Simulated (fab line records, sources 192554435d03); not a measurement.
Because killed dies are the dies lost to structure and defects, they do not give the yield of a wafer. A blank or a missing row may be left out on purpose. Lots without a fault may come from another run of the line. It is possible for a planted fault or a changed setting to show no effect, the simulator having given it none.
Comparing a struck lot with a sound one :: flow n5Finfet :: 16 steps out of a route of 1938
Sound: these wafers, L845.2, L845.3, L845.5. Struck: wafers L835.2, L835.4, L835.5. The cause comes at the end.
Each step with rows lists, per side, the tool, then ch with its chambers, then its first start. Under that, the readings that differ: sound wafers :: struck wafers :: difference of the means :: sigmas: that difference in standard deviations of wafers without a fault.
alike: same words and numbers on both sides, and readings whose means sit less than 2 such deviations apart. not compared: any withheld reading, any reading some wafer has no value for, any bound like >300 that may hide the same value, and any number with overlapping values for which the record gives no deviation.
Wherever a step has rows on one side only, a row that says differs or no value, or a row with sigmas, the two part there. Non-overlapping numbers with no deviation appear without sigmas and do not part them. A reading that every wafer of one side lacks parts them only if that side has two wafers or more.

first, 1 step without rows for these wafers: N5_BEOL_M3_PRE_CLEAN_45 (time 30 s).
N5_BEOL_M3_ALD_84: deposits TaN, pulse time 2 s, purge time 3 s, co reactant purge time 2 s.
  sound on aldMetal-01 ch 1,3, day 13 17:40; struck on aldMetal-03 ch 1,2,3, day 10 20:07
  alike: chamberPressureTorr, heaterPowerW, precursorVesselTempC
then, 3 steps without rows for these wafers: N5_BEOL_M3_SURFACE_TREAT_85; N5_BEOL_M3_CVD_47 (deposits Co from CCTBA/H2, target thk 3 nm, time 223.8 s); N5_BEOL_M3_SPUTTER_48 (material Cu, target thk 4.5 nm, time 8.29 s).
N5_BEOL_M3_ANNEAL_49: time 240 s.
  struck on pvdSputter-01, day 10 21:02; sound on pvdSputter-02, day 13 18:23
  alike: heaterPowerW, susceptor_temp_C_max
N5_BEOL_M3_SPUTTER_79: material Cu, target thk 4.5 nm, time 8.29 s.
  struck on pvdSputter-01, day 10 21:10; sound on pvdSputter-02, day 13 18:32
  alike: chamberPressurePa, chuckGasFlowSccm, throttleValvePct
then, 3 steps without rows for these wafers: N5_BEOL_M3_ANNEAL_80 (time 240 s); N5_BEOL_M3_SPUTTER_81 (material Cu, target thk 4.5 nm, time 8.29 s); N5_BEOL_M3_ANNEAL_82 (time 240 s).
N5_BEOL_M3_SPUTTER_86: material Cu, target thk 4.5 nm, time 8.29 s.
  struck on pvdSputter-01, day 10 21:37; sound on pvdSputter-02, day 13 18:58
  alike: chamberPressurePa, chuckGasFlowSccm, throttleValvePct
then, 1 step without rows for these wafers: N5_BEOL_M3_ANNEAL_87 (time 240 s).
N5_BEOL_M3_SPUTTER_88: material Cu, target thk 4.5 nm, time 8.29 s.
  struck on pvdSputter-01, day 10 21:50; sound on pvdSputter-02, day 13 19:11
  no value came back on the struck wafers for chamberPressurePa (Pa), chuckGasFlowSccm (sccm), throttleValvePct (%); on the sound wafers chamberPressurePa (Pa) reads 0.0701 0.06994 0.07
N5_BEOL_M3_ANNEAL_89: time 240 s.
  struck on pvdSputter-01, day 10 21:55; sound on pvdSputter-02, day 13 19:16
  alike: heaterPowerW, susceptor_temp_C_max
N5_BEOL_M4_RC_MEAS_101:
  sound on prober-01 ch 0, day 14 13:50; struck on prober-02 ch 0, day 11 14:59
  alike: DIBL_N, DIBL_P, IOFF_N, IOFF_P, ION_N, ION_P, SS_N, SS_P, VT_N, VT_P
-- a jump in the record: the struck wafers' starts before and after are 4 days apart (it breaks off in module BEOL_M4 and resumes in module PASSIVATION, where the first step shown is number 1936 of the route) --
N5_PASSIVATION_PROBE_49:
  rows exist in the record for the struck wafers here (prober-01, day 15 17:28), but not for the sound ones

WHERE THEY PART
Earliest at N5_BEOL_M3_SPUTTER_88; latest, in this record, at N5_PASSIVATION_PROBE_49.

WHY: the cause the simulator had injected
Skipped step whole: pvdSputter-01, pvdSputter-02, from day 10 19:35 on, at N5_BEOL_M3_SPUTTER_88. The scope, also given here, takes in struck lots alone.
